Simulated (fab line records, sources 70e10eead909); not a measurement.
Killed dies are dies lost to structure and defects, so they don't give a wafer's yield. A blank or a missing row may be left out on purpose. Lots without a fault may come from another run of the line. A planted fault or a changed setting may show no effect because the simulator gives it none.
fab line records | flow nand_harc
record lots=11 wafers=33 last_day=33
route steps=1302 shown P_STI@90 P_GATE@146
lots that met no fault: from a run of the same line without faults
start_h: hours from the record's first day to the start of the lot's first wafer shown | wait_h: hours since the lot's step before | " the same as in the row above | L1.1+2: a row that stands for several wafers | - no value, or no start given | * or withheld: withheld | < > ~ a bound
route shown NAME@n: a module of which the file shows steps, and the number in the route of the first | usual: mean/standard deviation of fault-free wafers | same: alike in all rows | chamber/n: place in a boat | sites: the reading at each site | _std_site: their standard deviation | _edge_site: outer sites' mean less inner sites' | radius_mm: how far each site lies from the wafer's centre | mask NAME#n: copy n | behind: the tool/chamber that last shaped the wafer | hold: why the lot was held/for how many hours/how that ended | device: the transistor (n, p or np) that didn't switch | end of line: the same wafers' tests at the end of the route | a step without rows: its recipe alone | killed: dies lost to structure and defects at the first sort, not the wafer's yield | map: a wafer's dies, x killed, . not, _ none there
set.NAME: the setting as run; set.NAME@STEP: as run at that earlier step | model.NAME: the simulator's own value behind a step, which no gauge read
steps of the route over a sample of lots; a table a step, a row a wafer
services: from which hour (start_h, from the record's first day; less than 0 if before it) a tool's chamber was out of use, for how many hours, and why
## steps
# step NHARC_P_STI_ETCH_15
# recipe target_depth_a=3000 taper_deg=4 time_s=100.1 hbr_flow_sccm=150 cl2_flow_sccm=50 rf_w=400 icp_w=400 bias_w=100 chemistry=HBr/Cl2
# usual drypump_motor_current_A=5.9/0.46 oes_product_au=1.004/0.0088 throttle_valve_pct=26.406/0.0089
# columns lot.wafer tool chamber start_h wait_h drypump_motor_current_A oes_product_au rf_hours_counter_h throttle_valve_pct
L539.1 rie_si-01 3 44.78 - 5.6 1.014 0.1 26.403
L539.2 " 0 " " 6.4 1.001 0.1 26.411
L539.5 " 3 " " 5.6 1.010 - 26.409
L540.1 rie_si-04 2 56.59 - 6.3 1.008 0.5 26.410
L540.3 " 3 " " 5.0 1.004 0.4 26.414
L540.6 " 0 " " 5.2 1.003 - 26.402
L545.1 rie_si-01 0 105.76 - 6.4 0.992 0.5 26.408
L545.3 " 2 " " 5.5 1.000 0.5 26.403
L545.5 " 0 " " 6.4 1.006 - 26.402
L553.2 rie_si-04 3 182.91 - 5.0 1.013 0.1 26.420
L553.3 " 0 " " 5.2 1.012 0.1 26.405
L553.5 " 3 " " 5.0 1.005 - 26.415
L554.2 rie_si-04 3 196.35 - 5.0 1.010 0.2 26.404
L554.3 " 1 " " 5.8 1.019 0.1 26.410
L554.5 " 0 " " 5.2 1.012 - 26.404
L556.1 rie_si-01 1 216.42 - 5.8 0.994 0.1 26.394
L556.6 " 3 " " 5.6 1.024 - 26.405
L556.5 " 0 " " 6.4 1.006 - 26.407
L558.1 rie_si-01 3 233.13 - 5.6 1.013 0.2 26.417
L558.3 " 1 " " 5.8 0.999 0.2 26.411
L558.2 " 2 " " 5.5 1.011 0.2 26.414
L559.2 rie_si-05 3 242.79 - 6.6 1.002 0.6 26.392
L559.4 " 1 " " 6.1 1.007 0.8 26.406
L559.5 " 3 " " 6.6 1.005 - 26.416
L560.4 rie_si-05 0 254.96 - 5.6 1.006 0.7 26.406
L560.3 " 1 " " 6.1 1.008 0.8 26.421
L560.6 " 2 " " 6.2 0.985 - 26.399
L561.1 rie_si-05 2 265.19 - 6.2 0.989 1.0 26.430
L561.3 " 1 " " 6.1 1.019 0.9 26.401
L561.6 " 2 " " 6.2 1.001 - 26.400
L562.2 rie_si-05 0 273.40 - 5.6 0.994 1.0 26.398
L562.1 " 1 " " 6.1 1.015 1.1 26.408
L562.6 " 0 " " 5.6 1.002 - 26.403
# step NHARC_P_GATE_HM_OPEN_105
# recipe target_depth_a=3600 o2_flow_sccm=400 cos_flow_sccm=20 ar_flow_sccm=0 rf_w=500 bias_w=300 chemistry=O2/COS
# usual drypump_motor_current_A=5.6/0.35 oes_product_au=0.994/0.01 rf_vpp_V=466.4/3 showerhead_plenum_p_Torr=3.09/0.13 throttle_valve_pct=28.330/0.0096
# columns lot.wafer tool chamber start_h wait_h drypump_motor_current_A oes_product_au rf_hours_counter_h rf_vpp_V showerhead_plenum_p_Torr throttle_valve_pct
L539.2 rie_diel-07 1 - - 5.3 0.991 7.7 467.7 3.18 28.312
L539.1 " 3 " " 5.8 0.988 7.6 463.0 2.93 28.319
L539.5 " 2 " " 5.7 0.986 - 470.0 3.20 28.329
L540.1 rie_diel-04 0 - - 6.1 0.979 6.9 470.3 3.31 28.340
L540.3 " 3 " " 5.8 0.999 5.1 465.6 3.11 28.339
L540.6 " 0 " " 6.1 0.986 - 472.0 3.31 28.332
L545.1 rie_diel-07 1 - - 5.4 0.999 2.9 468.3 3.18 28.332
L545.3 " 2 " " 5.7 0.989 1.8 468.4 3.20 28.349
L545.5 " 0 " " 5.7 0.997 - 463.2 2.94 28.323
L553.3 rie_diel-12 3 - - 5.5 0.994 8.0 467.4 3.07 28.337
L553.2 " 1 " " 6.2 1.002 7.0 463.8 2.94 28.325
L553.5 " 3 " " 5.5 0.990 - 467.4 3.07 28.323
L554.2 rie_diel-07 3 - - 5.9 0.980 6.3 462.7 2.92 28.337
L554.3 " 0 " " 5.7 0.988 6.5 464.2 2.94 28.341
L554.5 " 3 " " 5.9 0.984 - 463.7 2.92 28.335
L556.1 rie_diel-12 3 - - 5.5 0.994 9.1 466.2 3.07 28.325
L556.5 " 3 " " 5.5 0.988 - 467.1 3.07 28.339
L556.6 " 0 " " 4.7 0.999 - 469.1 3.18 28.331
L558.1 rie_diel-04 3 - - 5.8 0.998 5.7 466.7 3.10 28.321
L558.3 " 0 " " 6.2 1.013 6.0 470.8 3.31 28.336
L558.2 " 1 " " 5.6 0.987 5.8 470.0 3.23 28.339
L559.2 rie_diel-07 0 - - 5.7 0.992 10.7 463.0 2.94 28.345
L559.4 " 1 " " 5.4 0.994 11.3 468.0 3.17 28.321
L559.5 " 2 " " 5.7 0.978 - 468.1 3.20 28.322
L560.3 rie_diel-07 0 - - 5.7 1.001 0.0 462.9 2.94 28.320
L560.4 " 2 " " 5.7 0.973 0.0 468.0 3.20 28.342
L560.6 " 0 " " 5.7 1.005 - 465.4 2.94 28.336
L561.3 rie_diel-12 2 - - 5.6 1.016 3.0 462.2 2.96 28.338
L561.1 " 0 " " 4.8 0.992 2.9 469.5 3.18 28.340
L561.6 " 2 " " 5.6 0.999 - 463.5 2.96 28.338
L562.1 rie_diel-07 3 - - 5.8 0.983 2.0 463.5 2.92 28.333
L562.2 " 0 " " 5.7 1.014 2.3 462.7 2.94 28.332
L562.6 " 1 " " 5.3 0.998 - 469.2 3.17 28.340
# step NHARC_P_GATE_DESCUM_48
# recipe time_s=3 o2_flow_sccm=200 ar_flow_sccm=0 bias_power_w=0 chemistry=O2
# usual drypump_motor_current_A=5.6/0.36 oes_product_au=0.999/0.01 rf_vpp_V=57.9/0.83 showerhead_plenum_p_Torr=1.92/0.079 throttle_valve_pct=11.311/0.0095
# columns lot.wafer tool chamber start_h wait_h drypump_motor_current_A oes_product_au rf_hours_counter_h rf_vpp_V showerhead_plenum_p_Torr throttle_valve_pct
L539.2 rie_diel-04 3 106.61 - 5.8 1.005 5.1 58.3 1.90 11.306
L539.1 " 0 " " 6.2 0.994 6.9 58.0 2.04 11.308
L539.5 " 1 " " 5.6 0.987 - 58.6 1.99 11.315
L540.1 rie_diel-04 0 120.61 - 6.2 0.983 7.2 57.8 2.04 11.314
L540.3 " 2 " " 5.4 1.009 6.3 59.0 1.97 11.303
L540.6 " 0 " " 6.2 0.992 - 58.8 2.04 11.310
L545.1 rie_diel-04 0 167.57 - 6.1 0.998 9.6 59.2 2.04 11.309
L545.3 " 3 " " 5.8 1.024 7.8 57.4 1.90 11.312
L545.5 " 1 " " 5.6 0.996 - 57.9 1.98 11.313
L553.3 rie_diel-04 2 259.66 - 5.4 1.015 4.3 59.0 1.97 11.297
L553.2 " 3 " " 5.8 1.002 4.7 58.5 1.90 11.321
L553.5 " 3 " " 5.8 0.999 - 57.5 1.90 11.308
L554.3 rie_diel-07 2 266.12 - 5.7 0.988 8.1 57.6 1.96 11.329
L554.2 " 1 " " 5.4 0.981 9.0 59.1 1.95 11.327
L554.5 " 3 " " 5.8 0.979 - 57.8 1.78 11.310
L556.1 rie_diel-07 1 279.44 - 5.4 0.983 9.9 57.4 1.95 11.310
L556.5 " 0 " " 5.7 0.983 - 57.5 1.79 11.313
L556.6 " 1 " " 5.3 0.997 - 57.5 1.95 11.314
L558.3 rie_diel-04 2 298.57 - 5.3 1.015 6.5 57.0 1.96 11.312
L558.2 " 0 " " 6.1 1.008 6.6 57.7 2.03 11.310
L558.1 " 1 " " 5.6 1.004 6.5 58.4 1.98 11.301
L559.2 rie_diel-12 0 305.80 - 4.8 0.990 2.2 58.0 1.95 11.304
L559.4 " 2 " " 5.5 1.004 2.0 56.4 1.81 11.315
L559.5 " 1 " " 6.1 0.995 - 57.0 1.79 11.309
L560.3 rie_diel-04 0 317.25 - 6.2 1.005 7.0 58.0 2.03 11.308
L560.4 " 2 " " 5.4 1.018 6.8 56.9 1.96 11.322
L560.6 " 0 " " 6.1 0.993 - 58.1 2.03 11.303
L561.3 rie_diel-07 0 336.29 - 5.7 1.004 3.4 58.2 1.79 11.325
L561.1 " 1 " " 5.3 0.985 3.5 56.8 1.95 11.294
L561.6 " 0 " " 5.7 0.999 - 58.1 1.79 11.343
L562.1 rie_diel-12 3 341.86 - 5.5 1.000 4.6 59.0 1.88 11.315
L562.2 " 0 " " 4.8 0.993 4.4 58.5 1.95 11.303
L562.6 " 2 " " 5.6 1.005 - 56.7 1.81 11.315
# step NHARC_P_GATE_EXPOSE_56
# recipe na=0.6 target_cd_nm=720 dose_mj=14.81 mask_id=P_PSD
# same na=0.6
# columns lot.wafer tool chamber start_h wait_h mask
L539.1+2+5 krf_scanner-02 0 108.02 - P_PSD#0
L540.1+3+6 krf_scanner-02 0 121.90 - P_PSD#0
L545.1+3+5 krf_scanner-04 0 169.00 - P_PSD_R1#0
L553.2+3+5 krf_scanner-03 0 261.15 - P_PSD#0
L554.2+3+5 krf_scanner-03 0 267.43 - P_PSD#0
L556.1+5+6 krf_scanner-03 0 280.74 - P_PSD#0
L558.1+2+3 krf_scanner-03 0 299.89 - P_PSD#0
L559.2+4+5 krf_scanner-02 0 307.33 - P_PSD#0
L560.3+4+6 krf_scanner-02 0 318.56 - P_PSD#0
L561.1+3+6 krf_scanner-04 0 337.73 - P_PSD#0
L562.1+2+6 krf_scanner-03 0 343.32 - P_PSD#0
# step NHARC_P_GATE_CD_MEAS_59
# recipe target_cd_nm=720 landing_energy_ev=500
# usual cd_nm=719.8/1.2
# same landing_energy_ev=500
# columns lot.wafer tool chamber start_h wait_h hold cd_nm
L539.1 cd_sem-02 0 108.18 - - 719.9
L539.2 " 0 " " - 719.0
L539.5 " 0 " " - 719.4
L540.1 cd_sem-03 0 122.06 - - 718.4
L540.3 " 0 " " - 720.3
L540.6 " 0 " " - 720.1
L545.1 cd_sem-01 0 169.15 - await_dispo/0.2h/release 727.7
L545.3 " 0 " " await_dispo/0.2h/release 728.2
L545.5 " 0 " " await_dispo/0.2h/release 727.3
L545.1 cd_sem-01 0 - - - 727.4
L545.3 " 0 " " - 728.4
L545.5 " 0 " " - 727.8
L553.2 cd_sem-03 0 261.31 - - 717.6
L553.3 " 0 " " - 719.3
L553.5 " 0 " " - 718.8
L554.2 cd_sem-03 0 267.59 - - 719.5
L554.3 " 0 " " - 719.0
L554.5 " 0 " " - 718.2
L556.1 cd_sem-02 0 280.89 - - 719.9
L556.5 " 0 " " - 720.0
L556.6 " 0 " " - 719.8
L558.1 cd_sem-03 0 300.05 - - 719.1
L558.2 " 0 " " - 718.2
L558.3 " 0 " " - 718.0
L559.2 cd_sem-01 0 307.49 - - 719.8
L559.4 " 0 " " - 719.9
L559.5 " 0 " " - 719.4
L560.3 cd_sem-02 0 318.71 - - 718.6
L560.4 " 0 " " - 722.1
L560.6 " 0 " " - 720.7
L561.1 cd_sem-01 0 337.88 - - 718.6
L561.3 " 0 " " - 718.6
L561.6 " 0 " " - 721.6
L562.1 cd_sem-01 0 343.48 - - 719.3
L562.2 " 0 " " - 717.2
L562.6 " 0 " " - 720.4
## services
# columns tool chamber start_h hours kind
rie_diel-12 2 37.26 33.0 repair
rie_diel-07 - 42.96 1.1 repair
rie_diel-07 - 49.64 0.6 repair
krf_scanner-03 - 52.00 4.0 pm
rie_diel-04 0 55.20 3.9 repair
rie_diel-07 1 71.10 3.0 repair
rie_diel-07 0 76.83 6.2 repair
rie_diel-04 3 82.40 8.3 repair
rie_diel-12 - 91.40 9.0 pm
rie_diel-12 0 105.95 1.7 repair
rie_diel-07 - 117.20 9.0 pm
rie_diel-07 2 130.49 3.1 repair
rie_diel-12 0 135.20 6.2 repair
krf_scanner-03 - 166.39 1.3 repair
krf_scanner-03 - 169.46 16.9 repair
rie_diel-07 - 170.29 0.1 repair
rie_diel-12 0 177.40 1.7 repair
rie_diel-04 - 177.95 9.0 pm
rie_diel-04 1 201.17 6.9 repair
krf_scanner-03 - 224.00 4.0 pm
rie_diel-04 1 254.07 4.7 repair
rie_diel-04 0 278.38 8.1 repair
rie_diel-04 0 319.82 6.6 repair
rie_diel-04 1 320.17 27.7 repair
## key
first_sign step=NHARC_P_GATE_EXPOSE_56 reading=mask direction=changed
effect step=NHARC_P_GATE_CD_MEAS_59 reading=visit direction=added
effect step=NHARC_P_GATE_CD_MEAS_59 reading=cd_nm direction=up sigmas=6.5 usual=719.8 struck=727.8
met_at NHARC_P_GATE_EXPOSE_56
struck_lots L545
tester_left_out L545
not_acting_at NHARC_P_STI_ETCH_15,NHARC_P_GATE_HM_OPEN_105,NHARC_P_GATE_DESCUM_48
fault kind=wrong_mask tool=any chamber=- onset_h=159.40 steps=NHARC_P_GATE_EXPOSE_56 aux_copy=P_PSD_R1#0 cd_offset_nm=8.2775 scope=struck_lots_only
# tester_left_out: of these lots the tester's yield and bins aren't shown, on N5 and GAA mostly nor the transistor test; their killed dies are dies lost to structure and defects alone, not to doping, threshold or leakage, so they don't give the yield
